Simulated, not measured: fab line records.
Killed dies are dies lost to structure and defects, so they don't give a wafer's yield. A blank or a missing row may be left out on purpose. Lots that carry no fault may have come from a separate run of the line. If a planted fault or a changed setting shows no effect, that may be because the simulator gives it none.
fab line records    flow n5Finfet
record: lots: 7  wafers: 39
route steps=1938 shown PMOS_HMC_CHANNEL_EPI@57 HKMG_FIN@406 GATE_CUT@466 MOL_CONTACT_COAG@616 BEOL_M2@841 BEOL_M3@977 BEOL_M4@1059
startH: hours from the record's opening day to when the first of the lot's shown wafers began    waitH: hours elapsed since this lot's preceding step    " identical to the entry in the row above    L1.1+2: one row covering several wafers at once    - either no value or no given start    * or withheld: withheld    < > ~ a bound
route shown NAME@n: NAME is a module with steps in the file, n the number in the route of the first one    usual: the fault-free wafers' mean and standard deviation    same: alike in all rows    chamber/n: place in a boat    sites: per-site readings    _std_site: standard deviation across them    _edge_site: inner sites' mean taken away from outer sites' mean    radiusMm: for every site, how far away it sits from the centre of the wafer    mask NAME#n: copy n    behind: the tool/chamber that last shaped the wafer    hold: cause of the lot's hold/its duration in hours/its outcome    device: the n, p or np transistor that did not switch    end of line: tests of these same wafers at the route's end    a step given without rows: its recipe and nothing more    killed: not the wafer's yield, but the dies lost to structure and defects at the first sort    map: a wafer's dies, x killed, . not, _ none there
set.NAME: the setting the step ran with; set.NAME@STEP: the setting that earlier step ran with    model.NAME: the simulator's own value behind a step, which no gauge read
lots with deliberately changed settings; one table per step, one row per wafer
== steps ==
step: N5_PMOS_HMC_CHANNEL_EPI_HM_DEP_34
recipe: material: SiO2  targetThkA: 360  tempC: 400  precursor: TEOS/O2  pressureTorr: 6.5  rfW: 900  teosFlowSccm: 161.4  gas: O2  flowSccm: 2650  timeS: 6.9
lot.wafer  tool      chamber  startH  waitH  set.timeS  model.SiO2_of_PMOS_HMC_CHANNEL_EPI_HM_DEP_34.thkNm
L075.1     pecvd-02  0        22.92   0.0    6.9        36.2
L075.2     "         2        "       "      6.9        35.51
L075.6     "         2        "       "      6.9        35.75
L077.1     pecvd-02  0        34.69   0.0    6.9        36.09
L077.2     "         2        "       "      6.9        35.4
L077.3     "         1        "       "      6.9        35.12
L077.4+5   "         1,2      "       "      6.9        35.81
L077.6     "         0        "       "      6.9        36.52
L083.1     pecvd-03  1        71.09   0.0    6.9        34.51
L083.2     "         0        "       "      9.478      49
L083.3     "         2        "       "      6.9        35.83
L083.4     "         1        "       "      9.478      48.45
L083.5     "         0        "       "      9.478      49.88
L083.6     "         2        "       "      6.9        36.29
L084.1     pecvd-03  2        77.21   0.0    10.01      50.67
L084.2     "         1        "       "      6.9        34.63
L084.3     "         0        "       "      10.01      51.48
L084.4     "         1        "       "      6.9        35.34
L084.5     "         2        "       "      6.9        35.89
L084.6     "         0        "       "      10.01      51.52
L086.1     pecvd-03  2        88.61   0.0    6.9        35.42
L086.2     "         0        "       "      6.9        35.99
L086.3     "         1        "       "      3.042      15.47
L086.4     "         1        "       "      6.9        35.3
L086.5     "         2        "       "      3.042      16.09
L086.6     "         0        "       "      3.042      16.97
L088.1     pecvd-02  0        100.81  0.0    6.9        35.84
L088.2     "         2        "       "      6.9        35.3
L088.3     "         1        "       "      6.9        35.26
L088.4     "         2        "       "      6.9        35.76
L088.5     "         0        "       "      6.9        36.93
L088.6     "         1        "       "      6.9        35.94
L093.1     pecvd-03  0        131.12  0.0    5.326      28.57
L093.2     "         1        "       "      6.9        35.03
L093.3     "         2        "       "      6.9        36.53
L093.4     "         2        "       "      5.326      28.07
L093.5     "         0        "       "      5.326      29.12
L093.6     "         1        "       "      6.9        35.73
step: N5_HKMG_FIN_ETCH_58
recipe: chemistry: N2/H2  target: SOC  targetDepthA: 2158  ionEnergyEv: 50  biasW: 13  timeS: 741  pressureMtorr: 30  sourceW: 875  n2FlowSccm: 200  h2FlowSccm: 200
lot.wafer  tool        chamber  startH  waitH  set.targetDepthA  model.SOC_of_HKMG_FIN_COAT_41.thkNm  model.etch.depthNm  model.HKMG_FIN.featureDepthNm
L075.1     rieDiel-05  3        79.84   0.0    2158              76.2                                 223.6               223.6
L075.2     "           2        "       "      2158              89.4                                 211.4               211.4
L075.6     "           0        "       "      2158              74.8                                 225.6               225.6
L077.1     rieDiel-01  3        87.62   0.0    2158              94.2                                 206                 206
L077.2     "           2        "       "      2158              81.8                                 217.8               217.8
L077.3     "           0        "       "      2985              5.4                                  293.9               293.8
L077.4     "           1        "       "      2985              3.2                                  295.8               295.8
L077.5     "           1        "       "      2985              6.2                                  294.8               294.8
L077.6     "           0        "       "      2158              89.2                                 210.7               210.6
L083.1     rieDiel-04  2        129.63  0.0    2158              82.4                                 216.3               216.2
L083.2     "           3        "       "      942.9             197.2                                100.7               100.8
L083.3     "           0        "       "      942.9             204.8                                93.31               93.4
L083.4     "           1        "       "      2158              83                                   215                 215
L083.5     "           3        "       "      2158              67.2                                 231.3               231.2
L083.6     "           2        "       "      942.9             204                                  94.31               94.4
L084.1     rieDiel-05  0        139.49  0.0    2158              77.6                                 221.2               221.2
L084.2     "           3        "       "      2158              76.6                                 222.2               222.2
L084.3     "           2        "       "      2158              89.6                                 210.7               210.6
L084.4     "           0        "       "      2158              80.4                                 218.8               218.8
L084.5     "           3        "       "      2158              75.8                                 223                 223
L084.6     "           2        "       "      2158              91.2                                 209.1               209
L086.1     rieDiel-04  2        149.49  0.0    2158              84.8                                 215.1               215
L086.2     "           1        "       "      1412              159.4                                140                 140
L086.3     "           3        "       "      2158              73.2                                 226.5               226.4
L086.4     "           0        "       "      1412              160.4                                139.2               139.2
L086.5     "           0        "       "      1412              161.8                                138.8               138.8
L086.6     "           3        "       "      2158              73.2                                 226.8               226.8
L088.1     rieDiel-04  1        156.51  0.0    2158              84.4                                 214.5               214.6
L088.2     "           0        "       "      1344              165.8                                133.2               133.2
L088.3     "           2        "       "      1344              165                                  134.6               134.6
L088.4     "           3        "       "      2158              72.6                                 226                 226
L088.5     "           0        "       "      1344              165.4                                133.9               134
L088.6     "           3        "       "      2158              73.8                                 224.9               225
L093.1     rieDiel-04  1        186.60  0.0    2158              87.6                                 212                 212
L093.2     "           3        "       "      2158              73.8                                 224.7               224.8
L093.3     "           0        "       "      2158              87                                   211.6               211.6
L093.4     "           2        "       "      2158              84.4                                 214.4               214.4
L093.5     "           0        "       "      2158              87                                   212.7               212.8
L093.6     "           3        "       "      2158              73.6                                 224.7               224.6
step: N5_HKMG_FIN_STRIP_93
recipe: chemistry: N2/H2  material: SOC  timeS: 20  powerW: 500  tempC: 40  pressureMtorr: 50  rfFrequencyHz: 6e+07  biasPowerW: 8  h2Frac: 0.5  n2FlowSccm: 300  h2FlowSccm: 300
lot.wafer   tool        chamber  startH  waitH  set.targetDepthA@HKMG_FIN_ETCH_58  model.SOC_of_HKMG_FIN_COAT_41.thkNm
L075.1      rieDiel-05  3        80.27   0.2    2158                               65.6
L075.2      "           2        "       "      2158                               79.4
L075.6      "           0        "       "      2158                               64
L077.1      rieDiel-01  3        88.04   0.2    2158                               84.6
L077.2      "           2        "       "      2158                               71.6
L077.3+4+5  "           0,1,1    "       "      2985                               0
L077.6      "           0        "       "      2158                               79.2
L083.1      rieDiel-04  2        130.06  0.2    2158                               72.4
L083.2      "           3        "       "      942.9                              186.6
L083.3      "           0        "       "      942.9                              194.4
L083.4      "           1        "       "      2158                               73
L083.5      "           3        "       "      2158                               56.6
L083.6      "           2        "       "      942.9                              194.2
L084.1      rieDiel-05  0        139.91  0.2    2158                               67
L084.2      "           3        "       "      2158                               66
L084.3      "           2        "       "      2158                               79.6
L084.4      "           0        "       "      2158                               70
L084.5      "           3        "       "      2158                               65.4
L084.6      "           2        "       "      2158                               81.2
L086.1      rieDiel-04  2        149.91  0.2    2158                               74.8
L086.2      "           1        "       "      1412                               149
L086.3+6    "           3        "       "      2158                               62.6
L086.4      "           0        "       "      1412                               150.2
L086.5      "           0        "       "      1412                               151.4
L088.1      rieDiel-04  1        156.94  0.2    2158                               74.2
L088.2      "           0        "       "      1344                               155.4
L088.3+5    "           2,0      "       "      1344                               155
L088.4      "           3        "       "      2158                               62
L088.6      "           3        "       "      2158                               63.2
L093.1      rieDiel-04  1        187.02  0.2    2158                               77.4
L093.2      "           3        "       "      2158                               63.4
L093.3      "           0        "       "      2158                               76.6
L093.4      "           2        "       "      2158                               74.4
L093.5      "           0        "       "      2158                               76.4
L093.6      "           3        "       "      2158                               63
step: N5_GATE_CUT_ETCH_56
recipe: chemistry: Cl2/Ar  target: TiN  targetDepthA: 216  pressureMtorr: 10  icpW: 600  biasW: 60  Cl2_flow_sccm: 40  Ar_flow_sccm: 60
lot.wafer  tool         chamber  startH  waitH  set.targetDepthA  model.etch.depthNm
L075.1     rieMetal-03  0        88.06   0.1    216               21.39
L075.2     "            1        "       "      216               22.4
L075.6     "            1        "       "      216               22.46
L077.1     rieMetal-02  1        95.23   0.1    154.2             15.33
L077.2     "            0        "       "      154.2             15.68
L077.3     "            1        "       "      216               21.39
L077.4     "            0        "       "      216               21.89
L077.5     "            1        "       "      154.2             15.34
L077.6     "            0        "       "      216               21.73
L083.1     rieMetal-01  0        137.54  0.1    216               21.06
L083.2     "            1        "       "      150.7             15.82
L083.3     "            0        "       "      150.7             14.8
L083.4     "            1        "       "      150.7             15.79
L083.5     "            0        "       "      216               21.22
L083.6     "            1        "       "      216               22.65
L084.1     rieMetal-02  1        147.11  0.1    216               21.5
L084.2     "            0        "       "      216               21.95
L084.3     "            1        "       "      216               21.55
L084.4     "            0        "       "      145               14.73
L084.5     "            1        "       "      145               14.46
L084.6     "            0        "       "      145               14.83
L086.1     rieMetal-03  1        157.53  0.1    216               22.19
L086.2     "            0        "       "      216               21.27
L086.3     "            0        "       "      216               21.48
L086.4     "            1        "       "      216               22.27
L086.5     "            0        "       "      216               21.11
L086.6     "            1        "       "      216               22.05
L088.1     rieMetal-03  0        163.98  0.1    216               21.4
L088.2     "            1        "       "      307.5             31.67
L088.3     "            0        "       "      216               21.53
L088.4     "            1        "       "      216               22.31
L088.5     "            0        "       "      307.5             30.51
L088.6     "            1        "       "      307.5             31.66
L093.1     rieMetal-01  0        194.29  0.1    216               21.1
L093.2     "            1        "       "      216               22.64
L093.3     "            0        "       "      216               20.99
L093.4     "            1        "       "      216               22.54
L093.5     "            0        "       "      216               20.95
L093.6     "            1        "       "      216               22.47
step: N5_MOL_CONTACT_COAG_ETCH_124
recipe: chemistry: CH3F/O2  target: SiNx  targetDepthA: 65  maskMaterial: SOC  stopOn: SiOC  overEtchFrac: 0.3  ionEnergyEv: 120  pressureMtorr: 30  sourceW: 395  biasW: 73  Ar_flow_sccm: 150  CH3F_flow_sccm: 30  O2_flow_sccm: 20  ends: endPoint
lot.wafer  tool        chamber  startH  waitH  set.targetDepthA  model.etch.depthNm  model.SOC_of_MOL_CONTACT_COAG_COAT_62.thkNm
L075.1     rieDiel-05  1        117.91  0.0    65                5.03                48.6
L075.2     "           2        "       "      65                5.015               48.6
L075.6     "           0        "       "      65                5.029               48.2
L077.1     rieDiel-05  2        118.31  0.0    65                4.956               48.2
L077.2     "           0        "       "      65                4.988               48
L077.3     "           1        "       "      89.49             4.965               47.2
L077.4     "           0        "       "      65                5.003               48
L077.5     "           2        "       "      89.49             4.957               47.2
L077.6     "           1        "       "      89.49             4.968               47
L083.1     rieDiel-01  0        157.47  0.0    65                4.96                48.6
L083.2     "           1        "       "      65                5.038               48.6
L083.3     "           3        "       "      65                4.992               48.6
L083.4     "           2        "       "      44.03             4.398               49.6
L083.5     "           3        "       "      44.03             4.313               49.6
L083.6     "           0        "       "      44.03             4.277               49.6
L084.1     rieDiel-01  2        166.96  0.0    65                5.025               48.6
L084.2     "           1        "       "      95.89             4.984               47.2
L084.3     "           0        "       "      65                5.017               49
L084.4     "           2        "       "      95.89             4.988               47.4
L084.5     "           1        "       "      65                5.013               48.6
L084.6     "           0        "       "      95.89             4.972               47.6
L086.1     rieDiel-04  3        177.88  0.0    65                5.035               48
L086.2     "           0        "       "      35.1              3.38                50.2
L086.3     "           1        "       "      65                5.006               48.6
L086.4     "           2        "       "      65                5.003               48.2
L086.5     "           1        "       "      35.1              3.48                50.2
L086.6     "           2        "       "      35.1              3.592               49.6
L088.1     rieDiel-04  2        184.58  0.0    65                5.04                48.2
L088.2     "           1        "       "      65                5.045               48.6
L088.3     "           3        "       "      65                4.986               48.2
L088.4     "           0        "       "      65                4.972               48.8
L088.5     "           3        "       "      65                4.975               48.4
L088.6     "           2        "       "      65                5.054               48.4
L093.1     rieDiel-05  2        213.67  0.0    65                5.024               49
L093.2     "           3        "       "      47.51             4.725               49.2
L093.3     "           1        "       "      47.51             4.864               49
L093.4     "           0        "       "      47.51             4.692               49.4
L093.5     "           0        "       "      65                4.992               48.6
L093.6     "           3        "       "      65                4.995               48.4
step: N5_BEOL_M2_ILD_DEP_00
recipe: material: SiOC  targetThkA: 790  tempC: 350  precursor: DEMS/O2  pressureTorr: 5  rfW: 500  timeS: 15.3
lot.wafer  tool      chamber  startH  waitH  set.timeS  model.SiOC_of_BEOL_M2_ILD_DEP_00.thkNm
L077.1     pecvd-01  2        169.83  0.0    22.55      114.4
L077.2     "         1        "       "      15.3       78.2
L077.3     "         0        "       "      15.3       79.2
L077.4     "         0        "       "      15.3       79.8
L077.5     "         1        "       "      22.55      117.2
L077.6     "         2        "       "      22.55      116.4
L075.1     pecvd-01  1        171.91  0.0    15.3       78.4
L075.2     "         2        "       "      15.3       78
L075.6     "         0        "       "      15.3       80.2
L083.1     pecvd-04  0        186.64  0.0    15.3       76.2
L083.2     "         1        "       "      15.3       78.4
L083.3     "         2        "       "      15.3       79
L083.4     "         1        "       "      15.3       79.6
L083.5     "         0        "       "      15.3       77.8
L083.6     "         2        "       "      15.3       80.6
L084.1     pecvd-02  2        203.95  0.0    15.3       79.8
L084.2     "         1        "       "      15.3       80.6
L084.3     "         0        "       "      17.99      94
L084.4     "         2        "       "      15.3       80.2
L084.5     "         1        "       "      17.99      95.8
L084.6     "         0        "       "      17.99      95.6
L086.1     pecvd-01  2        211.14  0.0    15.3       77.4
L086.2     "         1        "       "      15.3       78.2
L086.3     "         0        "       "      19.94      101.2
L086.4     "         1        "       "      19.94      104.2
L086.5     "         0        "       "      15.3       79.4
L086.6     "         2        "       "      19.94      102.6
L088.1     pecvd-04  0        227.05  0.0    15.3       76.2
L088.2     "         1        "       "      23.57      118.4
L088.3     "         1        "       "      15.3       78.6
L088.4     "         0        "       "      23.57      118.8
L088.5     "         1        "       "      23.57      120.4
L088.6     "         0        "       "      15.3       77.4
L093.1+3   pecvd-01  0,2      243.91  0.0    15.3       78.6
L093.2+4   "         1,2      "       "      18.1       92.6
L093.5     "         0        "       "      15.3       80
L093.6     "         1        "       "      18.1       94.4
step: N5_BEOL_M2_THK_MEAS_01
recipe: reads: SiOC_of_BEOL_M2_ILD_DEP_00
usual: M2_ILD_THK: 79.0/1.3
lot.wafer  tool          chamber  startH  waitH  set.timeS@BEOL_M2_ILD_DEP_00  M2_ILD_THK[nm]
L077.1     filmMetro-02  -        169.89  0.0    22.55                         114.3
L077.2     "             -        "       "      15.3                          78.3
L077.3     "             -        "       "      15.3                          79.3
L077.4     "             -        "       "      15.3                          79.9
L077.5     "             -        "       "      22.55                         117.2
L077.6     "             -        "       "      22.55                         116.3
L075.1     filmMetro-02  -        171.98  0.0    15.3                          78.3
L075.2     "             -        "       "      15.3                          78.0
L075.6     "             -        "       "      15.3                          80.3
L083.1     filmMetro-01  -        186.70  0.0    15.3                          76.3
L083.2     "             -        "       "      15.3                          78.4
L083.3     "             -        "       "      15.3                          79.0
L083.4     "             -        "       "      15.3                          79.5
L083.5     "             -        "       "      15.3                          77.9
L083.6     "             -        "       "      15.3                          80.6
L084.1     filmMetro-02  -        204.01  0.0    15.3                          79.8
L084.2     "             -        "       "      15.3                          80.7
L084.3     "             -        "       "      17.99                         94.1
L084.4     "             -        "       "      15.3                          80.1
L084.5     "             -        "       "      17.99                         95.8
L084.6     "             -        "       "      17.99                         95.6
L086.1     filmMetro-01  -        211.20  0.0    15.3                          77.5
L086.2     "             -        "       "      15.3                          78.2
L086.3     "             -        "       "      19.94                         101.1
L086.4     "             -        "       "      19.94                         104.1
L086.5     "             -        "       "      15.3                          79.3
L086.6     "             -        "       "      19.94                         102.7
L088.1     filmMetro-01  -        227.14  0.1    15.3                          76.2
L088.2     "             -        "       "      23.57                         118.3
L088.3     "             -        "       "      15.3                          78.7
L088.4     "             -        "       "      23.57                         118.6
L088.5     "             -        "       "      23.57                         120.5
L088.6     "             -        "       "      15.3                          77.4
L093.1     filmMetro-01  -        243.98  0.0    15.3                          78.5
L093.2     "             -        "       "      18.1                          92.6
L093.3     "             -        "       "      15.3                          78.6
L093.4     "             -        "       "      18.1                          92.6
L093.5     "             -        "       "      15.3                          80.1
L093.6     "             -        "       "      18.1                          94.4
step: N5_BEOL_M3_VIA_ETCH_34
recipe: chemistry: C4F6/O2  targetDepthA: 694  maskMaterial: SOC  pressureMtorr: 15  ionEnergyEv: 250  taperDeg: 4  timeS: 65.9  sourceW: 350  biasW: 170  Ar_flow_sccm: 300  C4F6_flow_sccm: 10  O2_flow_sccm: 10
lot.wafer  tool        chamber  startH  waitH  set.targetDepthA  model.etch.depthNm  model.SOC_of_BEOL_M3_COAT_67.thkNm
L075.1     rieDiel-06  1        222.72  0.0    694               68.36               52
L075.2     "           0        "       "      694               71.1                51.8
L075.6     "           2        "       "      694               66.99               52
L077.1     rieDiel-02  2        223.12  0.0    694               68.65               51.8
L077.2     "           3        "       "      694               69.98               52
L077.3     "           0        "       "      694               70.66               51.6
L077.4     "           2        "       "      694               68.17               51.8
L077.5     "           3        "       "      694               69.72               51.6
L077.6     "           0        "       "      694               71.75               51.8
L083.1     rieDiel-03  3        242.91  0.0    1071              104.3               47.8
L083.2     "           2        "       "      1071              107.2               47.6
L083.3     "           0        "       "      694               71.55               51.8
L083.4     "           1        "       "      694               71                  51.8
L083.5     "           1        "       "      1071              108.9               47.6
L083.6     "           0        "       "      694               71.89               51.8
L084.1     rieDiel-03  0        258.73  0.0    694               70.12               51.8
L084.2     "           3        "       "      694               67.47               52
L084.3     "           1        "       "      408.8             40.86               55
L084.4     "           2        "       "      408.8             40.52               55.4
L084.5     "           3        "       "      694               67.25               52
L084.6     "           2        "       "      408.8             40.38               55.2
L086.1     rieDiel-06  1        264.78  0.0    1062              106.4               47.8
L086.2     "           2        "       "      1062              105.1               47.8
L086.3     "           3        "       "      694               70.51               52.2
L086.4     "           0        "       "      1062              109.3               47.4
L086.5     "           1        "       "      694               69.16               52.2
L086.6     "           0        "       "      694               72.03               51.8
L088.1     rieDiel-06  0        291.83  0.0    694               70.1                51.8
L088.2     "           1        "       "      694               69.97               52
L088.3     "           3        "       "      368.1             37.25               56
L088.4     "           2        "       "      368.1             35.73               56
L088.5     "           3        "       "      368.1             37.13               55.8
L088.6     "           0        "       "      694               70.17               52
L093.1     rieDiel-03  2        308.84  0.0    694               69.31               52.2
L093.2     "           1        "       "      694               69.38               52
L093.3     "           0        "       "      437               45.52               54.8
L093.4     "           3        "       "      694               67.23               52.2
L093.5     "           1        "       "      437               43.9                54.8
L093.6     "           0        "       "      437               45.2                55
step: N5_BEOL_M4_DESCUM_33
recipe: chemistry: O2  timeS: 7  sourcePowerW: 50  biasPowerW: 20  pressureMtorr: 20  rfFrequencyHz: 2.712e+07  tempC: 40  resist: CAR-EUV  o2FlowSccm: 225
lot.wafer   tool        chamber  startH  waitH  set.timeS  model.CAR-EUV_of_BEOL_M4_COAT_22.thkNm
L075.1      rieDiel-01  2        229.90  0.3    7          26
L075.2      "           3        "       "      7          26.4
L075.6      "           0        "       "      7          26.2
L077.1      rieDiel-01  3        232.82  0.2    5.341      27
L077.2+4    "           2,3      "       "      7          26.2
L077.3+5    "           0,2      "       "      5.341      26.8
L077.6      "           0        "       "      7          26
L083.1+2+4  rieDiel-05  2,1,2    252.38  0.2    3.229      28
L083.3+6    "           3        "       "      7          26
L083.5      "           1        "       "      7          26.2
L084.1+5    rieDiel-04  3,0      268.55  0.0    9.338      25
L084.2+3    "           0,2      "       "      7          26.2
L084.4      "           3        "       "      7          26
L084.6      "           2        "       "      9.338      25.2
L086.1+2+3  rieDiel-05  0,3,2    271.36  0.0    5.33       26.8
L086.4+5    "           1        "       "      7          26.2
L086.6      "           0        "       "      7          26
L088.1+2    rieDiel-01  0,1      301.88  1.1    7          26.2
L088.3+5+6  "           2,3,0    "       "      11.1       24.2
L088.4      "           3        "       "      7          26.4
L093.1+2    rieDiel-05  2,3      317.77  0.0    10.68      24.2
L093.3      "           0        "       "      10.68      24
L093.4+5+6  "           1,1,2    "       "      7          26.2
step: N5_BEOL_M4_ETCH_77
recipe: chemistry: N2/H2  target: underlayer  targetDepthA: 65  maskMaterial: CAR-EUV  timeS: 5.2  ionEnergyEv: 200  pressureMtorr: 30  sourceW: 840  biasW: 150  n2FlowSccm: 200  h2FlowSccm: 200  ends: cleared
lot.wafer   tool        chamber  startH  waitH  set.timeS@BEOL_M4_DESCUM_33  model.CAR-EUV_of_BEOL_M4_COAT_22.thkNm
L075.1+6    rieDiel-01  2,0      229.94  0.0    7                            20.4
L075.2      "           3        "       "      7                            20.6
L077.1+5    rieDiel-01  3,2      232.85  0.0    5.341                        21.2
L077.2+4    "           2,3      "       "      7                            20.4
L077.3      "           0        "       "      5.341                        21
L077.6      "           0        "       "      7                            20.2
L083.1      rieDiel-05  2        252.41  0.0    3.229                        22.2
L083.2+4    "           1,2      "       "      3.229                        22.4
L083.3      "           3        "       "      7                            20.4
L083.5      "           1        "       "      7                            20.6
L083.6      "           3        "       "      7                            20.2
L084.1+5    rieDiel-04  3,0      268.59  0.0    9.338                        19.2
L084.2      "           0        "       "      7                            20.4
L084.3      "           2        "       "      7                            20.6
L084.4      "           3        "       "      7                            20.2
L084.6      "           2        "       "      9.338                        19.6
L086.1+2+3  rieDiel-05  0,3,2    271.39  0.0    5.33                         21.2
L086.4+5    "           1        "       "      7                            20.6
L086.6      "           0        "       "      7                            20.4
L088.1      rieDiel-01  0        301.92  0.0    7                            20.4
L088.2+4    "           1,3      "       "      7                            20.6
L088.3+5+6  "           2,3,0    "       "      11.1                         18.4
L093.1      rieDiel-05  2        317.80  0.0    10.68                        18.6
L093.2+3    "           3,0      "       "      10.68                        18.4
L093.4+5    "           1        "       "      7                            20.6
L093.6      "           2        "       "      7                            20.4
step: N5_BEOL_M4_ETCH_69
recipe: chemistry: CF4  target: SiARC  targetDepthA: 156  maskMaterial: CAR-EUV  timeS: 26  ionEnergyEv: 80  pressureMtorr: 40  sourceW: 545  biasW: 36  Ar_flow_sccm: 100  cf4FlowSccm: 100  ends: cleared
step: N5_BEOL_M4_ALD_98
recipe: material: SiO2  targetThkA: 25  tempC: 100  aldPrecursorFamily: BDEAS  aldCoReactant: O2-plasma  pulseTimeS: 1  coReactantPulseTimeS: 1  purgeTimeS: 2  coReactantPurgeTimeS: 2  aldCycles: 17  pressureTorr: 2
step: N5_BEOL_M4_ETCHBACK_99
recipe: chemistry: CHF3  target: SiO2  targetDepthA: 50  timeS: 10.4  sourceW: 215  biasW: 47  Ar_flow_sccm: 200  CHF3_flow_sccm: 12  ionEnergyEv: 100  pressureMtorr: 30
lot.wafer   tool        chamber  startH  waitH  set.timeS@BEOL_M4_DESCUM_33  model.CAR-EUV_of_BEOL_M4_COAT_22.thkNm
L075.1+6    rieDiel-01  1,3      269.20  39.1   7                            10.4
L075.2      "           0        "       "      7                            10.8
L077.1+5    rieDiel-01  3,2      272.06  39.1   5.341                        11.4
L077.2+4    "           2,3      "       "      7                            10.6
L077.3      "           0        "       "      5.341                        11.2
L077.6      "           0        "       "      7                            10.2
L083.1      rieDiel-01  2        305.12  52.6   3.229                        12.4
L083.2+4    "           1,3      "       "      3.229                        12.6
L083.3+6    "           0,2      "       "      7                            10.4
L083.5      "           3        "       "      7                            10.8
L084.1      rieDiel-01  0        317.98  49.2   9.338                        9.4
L084.2+4    "           3,2      "       "      7                            10.4
L084.3      "           1        "       "      7                            10.8
L084.5      "           3        "       "      9.338                        9.2
L084.6      "           2        "       "      9.338                        9.6
L086.1+2+3  rieDiel-01  2,0,3    322.48  50.9   5.33                         11.2
L086.4+5    "           1,3      "       "      7                            10.6
L086.6      "           0        "       "      7                            10.4
L088.1+2+4  rieDiel-01  3,0,1    343.50  41.2   7                            10.6
L088.3+6    "           2,1      "       "      11.1                         8.4
L088.5      "           0        "       "      11.1                         8.6
L093.1      rieDiel-01  3        372.63  53.4   10.68                        8.6
L093.2+3    "           1,0      "       "      10.68                        8.4
L093.4+5    "           1,3      "       "      7                            10.6
L093.6      "           0        "       "      7                            10.4
== key ==
split: step: N5_PMOS_HMC_CHANNEL_EPI_HM_DEP_34  setting: timeS  stated: 6.9  by: wafer
response: step: N5_PMOS_HMC_CHANNEL_EPI_HM_DEP_34  reading: model.SiO2_of_PMOS_HMC_CHANNEL_EPI_HM_DEP_34.thkNm  change: +0.35  per: 1%  r: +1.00
split: step: N5_HKMG_FIN_ETCH_58  setting: targetDepthA  stated: 2158  by: wafer
response: step: N5_HKMG_FIN_ETCH_58  reading: model.SOC_of_HKMG_FIN_COAT_41.thkNm  change: -2.26  per: 1%  r: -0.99
response: step: N5_HKMG_FIN_ETCH_58  reading: model.etch.depthNm  change: +2.26  per: 1%  r: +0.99
response: step: N5_HKMG_FIN_ETCH_58  reading: model.HKMG_FIN.featureDepthNm  change: +2.26  per: 1%  r: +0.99
response: step: N5_HKMG_FIN_STRIP_93  reading: model.SOC_of_HKMG_FIN_COAT_41.thkNm  change: -2.24  per: 1%  r: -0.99
split: step: N5_GATE_CUT_ETCH_56  setting: targetDepthA  stated: 216  by: wafer
response: step: N5_GATE_CUT_ETCH_56  reading: model.etch.depthNm  change: +0.217  per: 1%  r: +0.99
split: step: N5_MOL_CONTACT_COAG_ETCH_124  setting: targetDepthA  stated: 65  by: wafer
response: step: N5_MOL_CONTACT_COAG_ETCH_124  reading: model.etch.depthNm  shape: bent  atLowest: 3.484  atStated: 5.008  atHighest: 4.981
response: step: N5_MOL_CONTACT_COAG_ETCH_124  reading: model.SOC_of_MOL_CONTACT_COAG_COAT_62.thkNm  change: -0.0297  per: 1%  r: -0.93
split: step: N5_BEOL_M2_ILD_DEP_00  setting: timeS  stated: 15.3  by: wafer
response: step: N5_BEOL_M2_ILD_DEP_00  reading: model.SiOC_of_BEOL_M2_ILD_DEP_00.thkNm  change: +0.783  per: 1%  r: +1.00
response: step: N5_BEOL_M2_THK_MEAS_01  reading: M2_ILD_THK  change: +0.781  per: 1%  r: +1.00
split: step: N5_BEOL_M3_VIA_ETCH_34  setting: targetDepthA  stated: 694  by: wafer
response: step: N5_BEOL_M3_VIA_ETCH_34  reading: model.etch.depthNm  change: +0.674  per: 1%  r: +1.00
response: step: N5_BEOL_M3_VIA_ETCH_34  reading: model.SOC_of_BEOL_M3_COAT_67.thkNm  change: -0.0799  per: 1%  r: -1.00
split: step: N5_BEOL_M4_DESCUM_33  setting: timeS  stated: 7  by: wafer
response: step: N5_BEOL_M4_DESCUM_33  reading: model.CAR-EUV_of_BEOL_M4_COAT_22.thkNm  change: -0.0355  per: 1%  r: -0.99
response: step: N5_BEOL_M4_ETCH_77  reading: model.CAR-EUV_of_BEOL_M4_COAT_22.thkNm  change: -0.036  per: 1%  r: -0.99
response: step: N5_BEOL_M4_ETCHBACK_99  reading: model.CAR-EUV_of_BEOL_M4_COAT_22.thkNm  change: -0.0366  per: 1%  r: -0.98
